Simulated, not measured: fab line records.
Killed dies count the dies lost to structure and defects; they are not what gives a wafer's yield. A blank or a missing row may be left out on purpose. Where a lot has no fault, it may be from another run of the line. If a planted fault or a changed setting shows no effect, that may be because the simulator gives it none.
Chamber matching -- flow n5_finfet -- cvd_co-02 running N5_BEOL_M2_CO_CAP_55: 3 sister chambers
The step material Co, precursor CCTBA/H2, target thk 2 nm, time 102.1 s. 3 wafers are shown with their chamber, then 12 later ones without.

## EACH WAFER AND ITS CHAMBER
wafer,chamber,heater_power_w (W)
L091.4,1,224
L091.5,2,246
L091.6,0,211

## WAFERS WITH NO CHAMBER GIVEN
wafer,heater_power_w (W)
L096.1,213
L096.2,230
L096.3,235
L096.4,227
L096.5,205
L096.6,240
L094.1,239
L094.5,241
L094.6,219
L097.2,236
L097.4,208
L097.6,233

## CHAMBER TAKEN BY EACH
wafer,from the rows above,in truth
L096.1,can't be placed: 0 or 1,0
L096.2,can't be placed: 1 or 2 or 0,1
L096.3,can't be placed: 1 or 2 or 0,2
L096.4,can't be placed: 1 or 0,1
L096.5,can't be placed: 0 or 1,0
L096.6,can't be placed: 2 or 1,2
L094.1,can't be placed: 2 or 1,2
L094.5,can't be placed: 2 or 1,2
L094.6,can't be placed: 1 or 0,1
L097.2,can't be placed: 2 or 1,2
L097.4,can't be placed: 0 or 1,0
L097.6,can't be placed: 1 or 2 or 0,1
0 of 12 placed correctly. Cannot be placed on the basis of these rows: 12; the candidates contain the true chamber in 12. Placed wrongly: 0.
How it was worked out, from the rows above alone: a wafer's distance from a chamber is the root of the sum, over the readings, of the square of ((its reading less the chamber's mean) divided by the reading's scatter). The wafer belongs to the nearest chamber; if the next one is less than 2 further off, it can't be placed. For every chamber, the mean is computed from those of its wafers that are shown. The scatter: root of mean squared gap, hidden wafer to nearest shown wafer, with one shown wafer a chamber.
